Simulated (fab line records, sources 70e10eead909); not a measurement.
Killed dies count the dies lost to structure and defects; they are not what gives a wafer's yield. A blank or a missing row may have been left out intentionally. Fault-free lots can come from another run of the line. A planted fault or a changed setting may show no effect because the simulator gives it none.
Which of the tools did it?	flow nandHarc	Sampling: 6 lots, 18 wafers, 2 of 1302 route steps

## WHAT EACH GAUGE READ, for each wafer
NHARC_P_GATE_CD_MEAS_11: the cd target is 1640 nm.
lot	measured	on	cdNm (nm)
L965	day 5 07:41	cdSem-03	1639.3 1640.5 1644.9
L967	day 5 22:51	cdSem-03	1641.4 1639.3 1639.7
L970	day 7 03:08	cdSem-01	1639.6 1640.6 1635.5
L972	day 7 23:44	cdSem-02	1640.3 1639.8 1640.3
L974	day 8 19:59	cdSem-02	1640.8 1641.7 1640.7
L985	day 13 14:46	cdSem-03	1640.2 1642.2 1641.2

## WHICH TOOL RAN EACH LOT (tool, then ch and the chambers of the sampled wafers, then the start)
lot	NHARC_P_GATE_EXPOSE_08
L965	krfScanner-02 ch 0, day 5 07:32
L967	krfScanner-03 ch 0, day 5 22:41
L970	krfScanner-01 ch 0, day 7 02:59
L972	krfScanner-02 ch 0, day 7 23:34
L974	krfScanner-02 ch 0, day 8 19:50
L985	krfScanner-02 ch 0, day 13 14:37
- NHARC_P_GATE_EXPOSE_08: exposes mask P HV.

## THE ANSWER, worked out from the rows above alone
Rule: what is usual is taken from the lots themselves. Put in order of their means at a reading, lots are off if they are a third of the lots or fewer, leave a main group of 4 or more, and stand apart from it by a gap of 3 or more times the standard deviation of the main group's means; of several such gaps the widest counts. Not used: any main group whose means are identical at the precision the tables above print for the reading. Also off: a lot with no number at a reading for which 4 or more lots have one. Any other lot the step has rows for is counted as sound.
None of the lots is off at any reading shown; this tells nothing.

## WHAT THE SIMULATOR PUT IN
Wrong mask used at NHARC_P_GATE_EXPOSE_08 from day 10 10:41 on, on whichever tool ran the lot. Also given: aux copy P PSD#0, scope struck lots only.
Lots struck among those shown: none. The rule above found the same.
